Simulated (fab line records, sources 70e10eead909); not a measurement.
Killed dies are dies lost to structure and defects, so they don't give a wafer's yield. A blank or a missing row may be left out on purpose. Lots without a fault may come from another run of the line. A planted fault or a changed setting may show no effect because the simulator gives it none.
A struck lot beside a sound one | flow nand_harc | 17 steps out of a route of 1159
Sound: wafers L987.2, L987.5, L987.6. Struck: wafer L996.4. (L996.6 of the same lot was not struck and is left out.) The cause comes at the end.
At each step with rows: each side's tool, then ch and its chambers, then its first start. Under that, the readings that differ: sound wafers | struck wafers | difference of the means | sigmas: that difference in standard deviations of wafers without a fault.
alike: readings whose means differ by less than 2 such deviations, and words and numbers that are the same on both sides. not compared: withheld readings, readings that some wafer has no value for, bounds like >300 that may hide the same value, and numbers for which the record gives no deviation and whose values overlap.
The two part at a step that has a row with sigmas, a row that says differs or no value, or rows on one side only. Numbers that don't overlap but have no deviation are shown without sigmas and don't part them. A reading that every wafer of one side lacks parts them only if that side has two wafers or more.

NHARC_P_M1_INSPECT_11:
  sound on defect_inspect-01, day 6 16:16; struck on defect_inspect-02, day 8 11:13
  alike: raw_defect_count
then, 3 steps without rows for these wafers: NHARC_P_M1_DESCUM_14 (chemistry O2, time 3 s); NHARC_P_M1_ETCH_35 (etches the open film in N2/H2, target depth 40 nm, overetch 12 nm, time 43.94 s); NHARC_P_M1_ETCH_15 (etches the open film in C4F8/Ar, target depth 182.5 nm, time 91.2 s).
NHARC_P_M1_CD_MEAS_16:
  sound on cd_sem-02, day 6 16:38; struck on cd_sem-01, day 8 11:35
  alike: cd_nm
then, 1 step without rows for these wafers: NHARC_P_M1_STRIP_18 (strips in N2/H2).
NHARC_P_M1_ETCH_28: etches the open film in CF4/N2, target depth 30 nm, time 72.99 s.
  sound on rie_diel-13 ch 0,1; struck on rie_diel-04 ch 2
  alike: drypump_motor_current_A, oes_product_au, rf_fwd_power_W, rf_vpp_V, showerhead_plenum_p_Torr, throttle_valve_pct
  not compared: rf_hours_counter_h
then, 2 steps without rows for these wafers: NHARC_P_M1_STRIP_19 (strips in post etch residue remover, time 600 s); NHARC_P_M1_DEGAS_29 (time 60 s).
NHARC_P_M1_PRE_CLEAN_30: time 30 s.
  sound on pvd_sputter-01; struck on pvd_sputter-03
  alike: heater_power_w
NHARC_P_M1_PVD_20: deposits TaN, target thk 5 nm, time 8.06 s.
  sound on pvd_sputter-01; struck on pvd_sputter-03
  alike: throttle_valve_pct
NHARC_P_M1_PVD_21: deposits Cu, target thk 30 nm, time 20.49 s.
  sound on pvd_sputter-01; struck on pvd_sputter-03
  alike: throttle_valve_pct
NHARC_P_M1_ECD_22: material Cu, target thk 400 nm.
  sound on ecd_cu-02 ch 0,1, day 6 17:43; struck on ecd_cu-01 ch 1, day 8 12:45
  alike: bath_heat_duty_pct, bath_temp_c
NHARC_P_M1_ANNEAL_31: time 90 s.
  sound on rtp_anneal-02 ch 0, day 6 18:11; struck on rtp_anneal-02 ch 0, day 8 13:11
  alike: wafer_temp_C_max
NHARC_P_M1_CMP_23: polishes, t overpolish 20 s, target thk 157.82 nm.
  sound on cmp-03 ch 1,2, day 6 18:32; struck on cmp-03 ch 2, day 8 13:28
  reading                | sound          | struck | difference | sigmas
  time_to_endpoint_s (s) | 27.5 28.2 29.2 | 14.2   | -14.1      | -5
  alike: motor_current_A, slurry_filter_dp_kPa
  not compared: pad_life_wafers
NHARC_P_M1_THK_MEAS_24: measures by xrf.
  sound on film_metro-01, day 6 18:49; struck on film_metro-01, day 8 13:42
  alike: thk_nm
-- the record jumps here: 14 days lie between the struck wafers' starts before and after (it left off in module P_M1 and takes up again in module END, whose first step shown is number 1159 of the route) --
NHARC_END_SORT_01:
  sound on prober-01 ch 0, day 19 20:13; struck on prober-02 ch 0, day 22 04:53
  reading      | sound | struck | difference | sigmas
  killed_short | 4 3 6 | 1      | -3         | -2
  alike: defect_limited_yield, killed_at_array, killed_at_other, killed_at_periphery, killed_dies, killed_open, sort_bin_2_pct, sort_bin_3_pct, sort_bin_4_pct, sort_n_pass, sort_rim_yield_pct, sort_yield_pct

WHERE THEY PART
First at NHARC_P_M1_CMP_23; last, within this record, at NHARC_END_SORT_01.

WHY: what the simulator had put in
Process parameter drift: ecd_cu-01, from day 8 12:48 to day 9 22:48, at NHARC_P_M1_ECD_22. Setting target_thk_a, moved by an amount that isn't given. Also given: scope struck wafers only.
